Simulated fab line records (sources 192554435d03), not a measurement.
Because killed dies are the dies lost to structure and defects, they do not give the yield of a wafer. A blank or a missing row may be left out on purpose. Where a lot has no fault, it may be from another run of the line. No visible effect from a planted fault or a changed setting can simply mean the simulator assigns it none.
fab line records	flow n5-finfet
record lots=7	wafers=16	last-day=17
route steps=1938 shown BEOL_M0_SAQP@656 BEOL_M4@1111 PASSIVATION@1936
lots with no fault: from the same line, run without faults
start-h: start of the lot's first displayed wafer, in hours after the record's first day	wait-h: hours since the lot's step before	" same as the row above	L1.1+2: several wafers, shown together as one row	- no value present, or no start provided	* or withheld: withheld	< > ~ a bound
route shown NAME@n: names a module that has steps shown in the file, with the first one's number in the route	usual: average and standard deviation across the fault-free wafers	same: alike in all rows	chamber/n: place in a boat	sites: readings site by site	_std_site: standard deviation of those values	_edge_site: outer sites' mean less inner sites'	radius-mm: how far each site lies from the wafer's centre	mask NAME#n: copy n	behind: the most recent tool/chamber to have shaped the wafer	hold: cause of the lot's hold/its duration in hours/its outcome	device: names the non-switching transistor (n, p or np)	end of line: the route-end tests of the same wafers	a step with no rows: only its recipe	killed: not the wafer's yield, but the dies lost to structure and defects at the first sort	map: the dies of a wafer, with x for killed, . for not killed, _ for no die there
set.NAME: the setting that was run; set.NAME@STEP: the one run at that earlier step	model.NAME: the simulator's own value behind a step, which no gauge read
lots at selected steps of the route; one table per step, one row per wafer
services: a tool's chamber out of use, with start hour (start-h, from the record's first day; less than 0 if before it), hours out, and reason
## steps
# step N5_BEOL_M0_SAQP_HM_OPEN_112
# recipe chemistry=CHF3/O2	target=SiO2	stop-on=a-Si	target-depth-a=120	over-etch-frac=1.25	mask-material=SOC	time-s=13.5	pressure-mtorr=30	source-w=650	bias-w=170	Ar_flow_sccm=200	CHF3_flow_sccm=50	O2_flow_sccm=5	ion-energy-ev=200	ends=end-point
# usual drypump-motor-current-A=5.7/0.39	oes-product-au=0.50/0.05	rf-vpp-V=524/17	showerhead-plenum-p-Torr=2.39/0.057	throttle-valve-pct=18.89/0.29
lot.wafer	tool	chamber	start-h	wait-h	drypump-motor-current-A	oes-product-au	rf-hours-counter-h	rf-vpp-V	showerhead-plenum-p-Torr	throttle-valve-pct
L665.3	rie-diel-01	0	121.76	0.0	5.7	0.46	222	543	2.38	18.72
L665.5	"	1	"	"	5.5	0.48	-	505	2.44	19.17
L666.4	rie-diel-01	3	128.36	0.0	5.4	0.49	156	530	2.42	18.93
L666.5	"	3	"	"	5.4	0.49	-	531	2.42	18.92
L674.3	rie-diel-02	2	175.29	0.0	5.1	0.45	195	528	2.38	18.97
L674.4	"	3	"	"	5.3	0.53	87	528	2.43	18.44
L674.5	"	0	"	"	6.2	0.48	-	501	2.42	19.34
L675.2	rie-diel-01	0	183.84	0.0	5.7	0.45	239	543	2.37	18.73
L675.4	"	2	"	"	6.3	0.50	-	547	2.29	18.69
L675.6	"	1	"	"	5.5	0.48	-	503	2.43	19.21
L682.2	rie-diel-02	2	224.59	0.0	5.1	0.45	211	529	2.37	18.98
L682.6	"	2	"	"	5.1	0.44	-	527	2.37	18.99
L685.1	rie-diel-02	2	241.63	0.0	5.1	0.44	218	527	2.37	19.02
L685.6	"	0	"	"	6.2	0.47	-	500	2.41	19.37
L686.2	rie-diel-02	2	245.14	0.0	5.1	0.44	219	529	2.37	19.01
L686.6	"	2	"	"	5.1	0.45	-	529	2.37	19.00
# step N5_BEOL_M0_SAQP_STRIP_113
# recipe chemistry=CHF3/O2	resist=SiARC	rf-frequency-hz=6e+07
# step N5_BEOL_M0_SAQP_MANDREL_ETCH_20
# recipe target-depth-a=600	chemistry=HBr/Cl2	target=a-Si	stop-on=SiNx	bt-time-s=10	mask-material=SOC	over-etch-frac=0.5	time-s=30	pressure-mtorr=10	icp-w=800	bias-w=75	HBr_flow_sccm=150	Cl2_flow_sccm=80	ends=end-point
# step N5_BEOL_M0_SAQP_STRIP_86
# recipe chemistry=N2/H2	power-w=500	temp-c=40	pressure-mtorr=50	rf-frequency-hz=6e+07	overash-fraction=0.3	bias-power-w=28	h2-frac=0.5	n2-flow-sccm=300	h2-flow-sccm=300
# usual drypump-motor-current-A=5.8/0.38	n2-flow-sccm=299.9/0.95	oes-product-au=0.77/0.087	rf-vpp-V=121.6/1.5	showerhead-plenum-p-Torr=3.34/0.1	temp-c=40.00/0.11	throttle-valve-pct=19.0/0.51
lot.wafer	tool	chamber	start-h	wait-h	drypump-motor-current-A	n2-flow-sccm	oes-product-au	rf-hours-counter-h	rf-vpp-V	showerhead-plenum-p-Torr	temp-c	throttle-valve-pct
L665.3	rie-diel-02	2	121.94	0.1	5.2	300.0	0.70	179	121.7	3.35	39.98	18.9
L665.5	"	2	"	"	5.2	299.1	0.71	-	122.1	3.35	39.83	18.9
L666.4	rie-diel-03	2	128.54	0.1	6.0	300.0	0.69	233	119.6	3.15	40.06	19.1
L666.5	"	0	"	"	5.7	298.7	0.73	-	123.1	3.48	40.08	18.6
L674.3	rie-diel-03	2	175.59	0.2	6.0	298.8	0.69	248	117.4	3.14	39.97	19.1
L674.4	"	3	"	"	5.8	300.0	0.74	189	121.7	3.17	40.14	18.5
L674.5	"	1	"	"	6.3	299.2	0.76	-	120.3	3.48	40.06	19.3
L675.2	rie-diel-02	2	184.03	0.1	5.2	299.1	0.69	198	121.8	3.34	40.03	18.9
L675.4	"	1	"	"	5.8	299.6	0.94	23	117.4	3.28	40.01	18.6
L675.6	"	2	"	"	5.1	300.5	0.69	-	121.5	3.34	40.15	18.9
L682.2	rie-diel-01	1	224.80	0.1	5.5	299.6	0.72	204	123.2	3.32	39.90	18.9
L682.6	"	1	"	"	5.5	300.5	0.72	-	125.3	3.32	40.07	18.9
L685.1	rie-diel-01	2	241.84	0.1	6.3	300.0	0.73	175	121.9	3.24	40.02	19.7
L685.6	"	3	"	"	5.4	300.2	0.72	-	121.8	3.33	40.10	19.1
L686.2	rie-diel-01	2	245.32	0.1	6.3	301.6	0.73	176	120.9	3.24	40.16	19.6
L686.6	"	0	"	"	5.7	299.9	0.68	-	120.8	3.31	40.02	18.4
# step N5_BEOL_M0_SAQP_STRIP_115
# recipe chemistry=post-etch-residue-remover	time-s=60	temp-c=25	remover-ph=withheld	remover-water-wt-pct=withheld	remover-fluoride-wt-pct=withheld
# step N5_BEOL_M0_SAQP_SRD_93
# recipe dry=ipa-marangoni	time-s=30	temp-c=23	rinse-liquid=diw
# step N5_BEOL_M0_SAQP_RECESS_114
# recipe chemistry=HF/NH3	target=SiO2	target-depth-a=144	afs-cycles=3	temp-c=30	sublimation-temp-c=180	sublimation-time-s=60
# step N5_BEOL_M0_SAQP_SPACER1_ALD_98
# recipe material=SiO2	target-thk-a=128	temp-c=300	ald-precursor-family=BDEAS	ald-co-reactant=O2-plasma	pulse-time-s=1	purge-time-s=2	co-reactant-purge-time-s=2	ald-cycles=138	pressure-torr=2
# usual chamber-pressure-Torr=1.999/0.0043	heater-power-w=463/64	precursor-pulse-height-rel=0.998/0.019
# same ald-cycles=138
lot.wafer	tool	chamber	start-h	wait-h	chamber-pressure-Torr	heater-power-w	precursor-pulse-height-rel	since-wet-clean-h
L665.3	ald-sin-02	2	122.68	0.4	2.000	386	1.018	-
L665.5	"	2	"	"	1.999	397	1.014	-
L666.4	ald-sin-01	0	129.17	0.3	2.001	436	1.012	317
L666.5	"	3	"	"	1.999	466	1.020	-
L674.3	ald-sin-02	1	176.54	0.6	1.999	468	1.005	77
L674.4	"	2	"	"	2.002	396	1.001	77
L674.5	"	3	"	"	1.996	410	1.016	-
L675.2	ald-sin-03	2	185.01	0.7	1.993	419	0.974	281
L675.4	"	3	"	"	1.999	478	0.999	281
L675.6	"	1	"	"	2.004	379	0.975	-
L682.2	ald-sin-02	0	225.36	0.3	2.007	539	1.004	126
L682.6	"	2	"	"	1.998	396	0.997	-
L685.1	ald-sin-03	0	242.49	0.4	1.998	456	0.956	338
L685.6	"	3	"	"	1.999	495	0.990	-
L686.2	ald-sin-01	2	245.84	0.3	2.007	591	0.966	55
L686.6	"	0	"	"	1.994	410	1.023	-
# step N5_BEOL_M0_SAQP_SPACER1_ETCHBACK_99
# recipe chemistry=CHF3/O2	mode=anisotropic-etchback	target=SiO2	target-depth-a=154	time-s=7.7	pressure-mtorr=30	source-w=650	bias-w=170	Ar_flow_sccm=200	CHF3_flow_sccm=50	O2_flow_sccm=5	ion-energy-ev=200
# usual drypump-motor-current-A=5.8/0.37	oes-product-au=0.76/0.068	rf-vpp-V=524/18	showerhead-plenum-p-Torr=2.39/0.065	throttle-valve-pct=18.96/0.27
# same time-s=7.7
lot.wafer	tool	chamber	start-h	wait-h	drypump-motor-current-A	oes-product-au	rf-hours-counter-h	rf-vpp-V	showerhead-plenum-p-Torr	throttle-valve-pct
L665.3	rie-diel-01	3	123.16	0.3	5.4	0.73	154	531	2.42	18.98
L665.5	"	2	"	"	6.3	0.79	-	549	2.30	18.74
L666.4	rie-diel-03	3	129.85	0.4	5.8	0.73	176	492	2.30	18.90
L666.5	"	0	"	"	5.7	0.72	-	549	2.47	18.81
L674.3	rie-diel-03	1	177.28	0.5	6.2	0.75	166	529	2.50	19.24
L674.4	"	0	"	"	5.7	0.72	183	549	2.47	18.84
L674.5	"	0	"	"	5.7	0.72	-	549	2.47	18.85
L675.2	rie-diel-02	2	185.48	0.3	5.1	0.71	198	526	2.37	19.04
L675.4	"	0	"	"	6.3	0.72	199	500	2.42	19.41
L675.6	"	0	"	"	6.3	0.72	-	500	2.42	19.41
L682.2	rie-diel-02	0	225.83	0.3	6.3	0.71	211	501	2.41	19.44
L682.6	"	0	"	"	6.3	0.71	-	500	2.41	19.43
L685.1	rie-diel-01	2	242.99	0.3	6.2	0.75	175	547	2.29	18.80
L685.6	"	2	"	"	6.2	0.75	-	548	2.29	18.80
L686.2	rie-diel-01	1	246.42	0.4	5.4	0.72	214	503	2.42	19.32
L686.6	"	3	"	"	5.4	0.69	-	529	2.40	19.04
# step N5_BEOL_M0_SAQP_MANDREL1_REMOVE_100
# recipe chemistry=HBr/Cl2/O2	bt-time-s=10	target=a-Si	stop-on=SiNx	endpoint=OES-SiCl	over-etch-frac=0.85	icp-w=600	bias-w=30	HBr_flow_sccm=150	Cl2_flow_sccm=80	O2_flow_sccm=5	pressure-mtorr=10
# step N5_BEOL_M0_SAQP_CD_MEAS_25
# recipe target-cd-nm=13.1	landing-energy-ev=1000	detector=se-inlens
# usual cd-nm=12.85/0.24
lot.wafer	tool	chamber	start-h	wait-h	cd-nm
L665.3	cd-sem-02	0	123.36	0.1	12.57
L665.5	"	0	"	"	12.82
L666.4	cd-sem-03	0	130.05	0.1	12.86
L666.5	"	0	"	"	12.82
L674.3	cd-sem-02	0	177.49	0.1	12.98
L674.4	"	0	"	"	12.66
L674.5	"	0	"	"	12.85
L675.2	cd-sem-01	0	185.68	0.1	12.70
L675.4	"	0	"	"	12.72
L675.6	"	0	"	"	12.62
L682.2	cd-sem-02	0	226.03	0.1	12.74
L682.6	"	0	"	"	12.53
L685.1	cd-sem-02	0	243.18	0.1	12.74
L685.6	"	0	"	"	13.01
L686.2	cd-sem-02	0	246.62	0.1	12.68
L686.6	"	0	"	"	12.68
# step N5_BEOL_M0_SAQP_ETCH_101
# recipe chemistry=CH3F/O2	target=SiNx	mask-material=SiO2	target-depth-a=299	time-s=42.7	pressure-mtorr=30	source-w=395	bias-w=73	Ar_flow_sccm=150	CH3F_flow_sccm=30	O2_flow_sccm=20	ion-energy-ev=120
# usual drypump-motor-current-A=5.7/0.37	oes-product-au=0.75/0.068	rf-vpp-V=298/11	showerhead-plenum-p-Torr=1.98/0.056	throttle-valve-pct=16.44/0.23
# same time-s=42.7
lot.wafer	tool	chamber	start-h	wait-h	drypump-motor-current-A	oes-product-au	rf-hours-counter-h	rf-vpp-V	showerhead-plenum-p-Torr	throttle-valve-pct
L665.3	rie-diel-02	3	123.52	0.2	5.3	0.82	73	299	2.02	15.94
L665.5	"	2	"	"	5.1	0.70	-	301	1.98	16.54
L666.4	rie-diel-02	2	130.21	0.2	5.1	0.71	181	302	1.98	16.54
L666.5	"	2	"	"	5.2	0.72	-	301	1.98	16.55
L674.3	rie-diel-02	2	177.52	0.0	5.1	0.70	196	302	1.98	16.57
L674.4	"	1	"	"	5.7	0.93	21	303	1.96	16.11
L674.5	"	0	"	"	6.2	0.72	-	284	2.00	16.82
L675.2	rie-diel-03	3	185.83	0.1	5.7	0.73	193	278	1.90	16.41
L675.4	"	1	"	"	6.3	0.74	-	299	2.08	16.74
L675.6	"	3	"	"	5.8	0.73	-	278	1.90	16.41
L682.2	rie-diel-01	3	226.07	0.0	5.4	0.71	185	301	2.00	16.51
L682.6	"	2	"	"	6.3	0.75	-	311	1.90	16.27
L685.1	rie-diel-02	0	243.48	0.3	6.3	0.71	218	283	1.99	16.86
L685.6	"	2	"	"	5.1	0.69	-	300	1.97	16.62
L686.2	rie-diel-01	3	246.66	0.0	5.4	0.69	195	301	1.99	16.53
L686.6	"	1	"	"	5.5	0.71	-	285	2.01	16.75
# step N5_BEOL_M0_SAQP_ETCH_102
# recipe chemistry=CF4	target=SiO2	target-depth-a=40	ion-energy-ev=350	time-s=4.4	pressure-mtorr=10	icp-w=800	bias-w=400	cf4-flow-sccm=80
# usual drypump-motor-current-A=6.0/0.47	oes-product-au=1.010/0.017	throttle-valve-pct=21.9/0.34
# same time-s=4.4
lot.wafer	tool	chamber	start-h	wait-h	drypump-motor-current-A	oes-product-au	rf-hours-counter-h	throttle-valve-pct	model.etch.depth-nm
L665.3	rie-si-01	0	123.62	0.1	6.0	1.007	145	21.9	4.022
L665.5	"	1	"	"	5.6	1.018	-	22.2	4.093
L666.4	rie-si-02	0	130.32	0.1	5.5	0.981	10	21.5	3.965
L666.5	"	0	"	"	5.5	0.986	-	21.5	3.972
L674.3	rie-si-02	3	177.63	0.1	6.4	0.995	39	22.0	3.831
L674.4	"	0	"	"	5.5	0.993	10	21.5	4.025
L674.5	"	0	"	"	5.5	0.988	-	21.5	4.016
L675.2	rie-si-02	0	185.94	0.1	5.5	0.977	11	21.5	3.957
L675.4	"	2	"	"	5.6	1.015	179	21.8	4.09
L675.6	"	0	"	"	5.5	0.987	-	21.5	3.989
L682.2	rie-si-02	1	226.18	0.1	6.3	0.689	3	21.2	1.999
L682.6	"	3	"	"	6.4	0.698	-	21.9	1.951
L685.1	rie-si-02	2	243.58	0.1	5.6	1.029	180	21.8	4.163
L685.6	"	3	"	"	6.4	0.705	-	21.9	1.96
L686.2	rie-si-02	3	246.76	0.1	6.4	0.694	40	21.9	1.954
L686.6	"	3	"	"	6.4	0.699	-	21.9	1.952
# step N5_BEOL_M0_SAQP_MANDREL_ETCH_103
# recipe chemistry=HBr/Cl2	target=a-Si	target-depth-a=450	bt-time-s=10	stop-on=SiCN	mask-material=SiO2	over-etch-frac=0.8	time-s=27	pressure-mtorr=10	icp-w=800	bias-w=75	HBr_flow_sccm=150	Cl2_flow_sccm=80	ends=end-point
# step N5_BEOL_M4_RC_MEAS_101
# usual DIBL_N=37.5/2	DIBL_P=37.5/2.5	IOFF_N=0.18/0.042	IOFF_P=0.24/0.046	ION_N=677/15	ION_P=464/9.5	SS_N=72.0/0.76	SS_P=73.6/0.79	VT_N=249/3.5	VT_P=-249/3.2
lot.wafer	tool	chamber	start-h	wait-h	DIBL_N[mV/V]	DIBL_P[mV/V]	IOFF_N[nA/um]	IOFF_P[nA/um]	ION_N[uA/um]	ION_P[uA/um]	SS_N[mV/dec]	SS_P[mV/dec]	VT_N[mV]	VT_P[mV]
L665.3	prober-01	0	173.87	0.3	35.2	35.4	0.14	0.19	675	468	71.8	73.5	253	-253
L665.5	"	0	"	"	32.2	31.5	0.10	0.14	653	448	70.7	71.8	257	-257
L666.4	prober-01	0	181.62	0.5	36.7	37.3	0.16	0.19	664	450	72.0	73.3	253	-253
L666.5	"	0	"	"	36.8	36.0	0.19	0.18	656	448	73.0	73.4	250	-256
L674.3	prober-01	0	228.52	0.3	37.1	39.9	0.19	0.23	687	469	72.2	73.7	250	-249
L674.4	"	0	"	"	36.6	39.2	0.17	0.24	644	444	72.4	75.0	255	-252
L674.5	"	0	"	"	38.6	40.8	0.21	0.24	695	468	72.7	74.7	247	-250
L675.2	prober-01	0	244.63	0.2	42.5	41.3	0.28	0.30	687	472	73.2	74.1	245	-248
L675.4	"	0	"	"	36.1	35.0	0.14	0.19	658	457	71.3	73.5	251	-251
L675.6	"	0	"	"	37.2	34.7	0.14	0.18	654	451	71.6	73.7	253	-253
L682.2	prober-01	0	291.57	0.7	35.6	35.8	0.15	0.22	665	466	71.5	72.4	248	-248
L682.6	"	0	"	"	33.6	33.7	0.12	0.19	672	467	70.7	71.9	254	-248
L685.1	prober-01	0	305.25	0.0	39.0	37.2	0.21	0.22	659	448	72.9	74.2	250	-253
L685.6	"	0	"	"	39.7	40.4	0.23	0.28	697	474	72.3	74.5	241	-249
L686.2	prober-02	0	307.21	0.2	38.2	38.8	0.21	0.24	712	479	72.3	73.4	244	-250
L686.6	"	0	"	"	38.5	38.6	0.20	0.23	673	457	72.3	74.2	248	-249
# step N5_PASSIVATION_PROBE_49
# usual defect-limited-yield=91.8/1.5	killed_at_M0_to_M3=33/11	killed_at_M4_up=13/5	killed-at-contacts=11/5.6	killed-at-front-end=36/12	killed-at-other=3.4/2.5	killed-dies=97/18	killed-on-rim=12/4.2	killed-open=64/13	killed-short=31/6.9	sort_bin_4_leakage=0.01/0.048	sort_bin_5_function=4.8/1	sort_bin_6_memory=3.1/0.64	sort-n-pass=1083/18	sort-yield-pct=91.8/1.5
# same gross-dies=1180	killed-at-back-side=0	sort_bin_8_speed[%]=0
lot.wafer	tool	chamber	start-h	wait-h	defect-limited-yield[%]	killed_at_M0_to_M3	killed_at_M4_up	killed-at-contacts	killed-at-front-end	killed-at-other	killed-dies	killed-on-rim	killed-open	killed-short	sort_bin_4_leakage[%]	sort_bin_5_function[%]	sort_bin_6_memory[%]	sort-n-pass	sort-yield-pct[%]
L666.4	prober-01	-	286.25	0.2	89.1	60	22	13	31	3	129	23	100	29	0	6.7	4.0	1051	89.1
L666.5	prober-01	-	286.30	0.2	93.2	18	14	16	28	4	80	5	55	25	0	4.2	2.1	1100	93.2
L674.3	prober-01	-	327.84	0.4	89.0	42	27	6	47	8	130	18	87	42	0	6.9	3.7	1050	89.0
L674.4	prober-01	-	327.89	0.5	91.9	27	17	11	35	5	95	8	56	39	0	4.8	3.1	1085	91.9
L674.5	prober-01	-	327.94	0.5	92.4	29	9	11	36	5	90	8	57	33	0	4.2	3.3	1090	92.4
L675.2	prober-01	-	349.08	0.1	89.7	33	15	15	55	3	121	15	74	44	0.08	5.5	4.3	1058	89.7
L675.4	prober-01	-	349.18	0.2	91.1	41	8	20	36	0	105	13	72	32	0	5.3	3.4	1075	91.1
L675.6	prober-01	-	349.28	0.3	92.3	33	3	18	36	1	91	15	64	25	0	4.6	2.5	1089	92.3
L682.6	prober-02	-	400.47	0.3	91.0	53	13	9	27	4	106	13	72	33	0	5.0	3.8	1074	91.0
L685.1	prober-02	-	409.38	0.0	93.8	16	20	6	27	4	73	9	51	22	0	3.6	2.6	1107	93.8
# killed by level:class
L666.4 BEOL_M0_SAQP:geometric-particle:open=20 BEOL_M4:geometric-particle:open=16 BEOL_M3:geometric-particle:open=14 FIN_SAQP:geometric-particle:open=13 BEOL_M0_SAQP:geometric-particle:short=12 MOL_CONTACT_COAG:geometric-particle:open=8 STI_FIN_REVEAL:geometric-particle:open=7 MOL_CONTACT_COAG:geometric-particle:short=5
L666.5 MOL_CONTACT_COAG:geometric-particle:open=11 FIN_SAQP:geometric-particle:open=8 BEOL_M3:geometric-particle:open=8 BEOL_M4:geometric-particle:open=8 MOL_CONTACT_COAG:geometric-particle:short=5 STARTING-WAFER:geometric-particle:short=5 GATE_CUT:geometric-particle:short=4 STI_FIN_REVEAL:geometric-particle:open=3
L674.3 BEOL_M3:geometric-particle:open=11 FIN_SAQP:geometric-particle:short=9 FIN_SAQP:geometric-particle:open=9 STI_FIN_REVEAL:geometric-particle:open=9 BEOL_M1:geometric-particle:open=8 BEOL_M0_SAQP:geometric-particle:open=7 BEOL_M4:geometric-particle:open=7 MOL_CONTACT_COAG:geometric-particle:open=5
L674.4 FIN_SAQP:geometric-particle:short=12 BEOL_M0_SAQP:geometric-particle:open=10 BEOL_M4:geometric-particle:open=8 STI_FIN_REVEAL:geometric-particle:open=6 MOL_CONTACT_COAG:geometric-particle:open=6 MOL_CONTACT_COAG:geometric-particle:short=5 BEOL_M0_SAQP:geometric-particle:short=5 FIN_SAQP:geometric-particle:open=4
L674.5 STI_FIN_REVEAL:geometric-particle:open=12 MOL_CONTACT_COAG:geometric-particle:open=9 BEOL_M0_SAQP:geometric-particle:open=8 BEOL_M0_SAQP:geometric-particle:short=8 FIN_SAQP:geometric-particle:open=5 FIN_SAQP:geometric-particle:short=5 BEOL_M1:geometric-particle:open=4 BEOL_M4:geometric-particle:open=4
L675.2 FIN_SAQP:geometric-particle:short=18 FIN_SAQP:geometric-particle:open=12 MOL_CONTACT_COAG:geometric-particle:open=12 BEOL_M4:geometric-particle:open=11 BEOL_M2:geometric-particle:open=10 BEOL_M0_SAQP:geometric-particle:open=9 BEOL_M0_SAQP:geometric-particle:short=8 STARTING-WAFER:geometric-particle:open=6
L675.4 MOL_CONTACT_COAG:geometric-particle:open=17 BEOL_M3:geometric-particle:open=13 FIN_SAQP:geometric-particle:open=9 BEOL_M0_SAQP:geometric-particle:open=9 FIN_SAQP:geometric-particle:short=8 BEOL_M0_SAQP:geometric-particle:short=8 BEOL_M4:geometric-particle:open=5 BEOL_M2:geometric-particle:open=5
L675.6 MOL_CONTACT_COAG:geometric-particle:open=12 BEOL_M1:geometric-particle:open=9 BEOL_M3:geometric-particle:open=7 FIN_SAQP:geometric-particle:open=6 MOL_CONTACT_COAG:geometric-particle:short=6 BEOL_M0_SAQP:geometric-particle:open=5 DUMMY_GATE:geometric-particle:open=5 BEOL_M2:geometric-particle:open=5
L682.6 BEOL_M2:geometric-particle:open=14 BEOL_M3:geometric-particle:open=10 BEOL_M1:geometric-particle:open=9 BEOL_M3:geometric-particle:short=7 MOL_CONTACT_COAG:geometric-particle:open=6 BEOL_M0_SAQP:geometric-particle:open=6 FIN_SAQP:geometric-particle:short=5 BEOL_M0_SAQP:geometric-particle:short=5
L685.1 BEOL_M4:geometric-particle:open=9 STI_FIN_REVEAL:geometric-particle:open=7 BEOL_M0_SAQP:geometric-particle:open=7 FIN_SAQP:geometric-particle:short=5 FIN_SAQP:geometric-particle:open=5 MOL_CONTACT_COAG:geometric-particle:open=4 BEOL_M3:geometric-particle:open=4 DUMMY_GATE:geometric-particle:open=3
## services
tool	chamber	start-h	hours	kind
ald-sin-02	0	99.25	-	clean
ald-sin-02	1	99.25	-	clean
ald-sin-02	2	99.25	-	clean
ald-sin-02	3	99.25	-	clean
ald-sin-01	-	111.09	0.5	repair
rie-si-01	-	124.96	15.6	pm
rie-diel-01	0	137.19	2.4	repair
ald-sin-02	-	137.97	14.6	pm
rie-si-01	2	147.21	3.1	repair
rie-si-02	0	151.61	12.7	repair
rie-diel-01	3	176.74	8.3	repair
ald-sin-01	-	176.75	14.0	pm
ald-sin-01	0	176.75	14.0	vent-cycle
ald-sin-01	1	176.75	14.0	vent-cycle
ald-sin-01	2	176.75	14.0	vent-cycle
rie-diel-03	2	181.29	-	clean
rie-diel-03	2	181.29	-	consumable-replace:focus-ring
rie-diel-03	2	181.29	-	consumable-replace:showerhead
rie-diel-03	2	181.29	19.7	scheduled-down
rie-diel-03	2	181.29	19.7	vent-cycle
rie-si-01	1	216.72	10.8	repair
rie-diel-03	-	234.90	15.6	pm
rie-si-02	1	240.67	4.3	repair
ald-sin-02	-	243.18	4.6	repair
## key
first-sign step=N5_BEOL_M0_SAQP_ETCH_102	reading=oes-product-au	direction=down	sigmas=18	usual=1.010	struck=0.697
effect none on later readings
model-effect step=N5_BEOL_M0_SAQP_ETCH_102	value=etch.depth-nm	without=3.904	struck=1.963
met-at N5_BEOL_M0_SAQP_ETCH_102
struck-wafers L682.2,L682.6,L685.6,L686.2,L686.6
onset-between 185.94 226.18
fault kind=process-parameter-drift	tool=rie-si-02	chamber=-	onset-h=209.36	steps=N5_BEOL_M0_SAQP_ETCH_102	channel=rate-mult	offset=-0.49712	shape=step	end-h=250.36	scope=struck-wafers-only
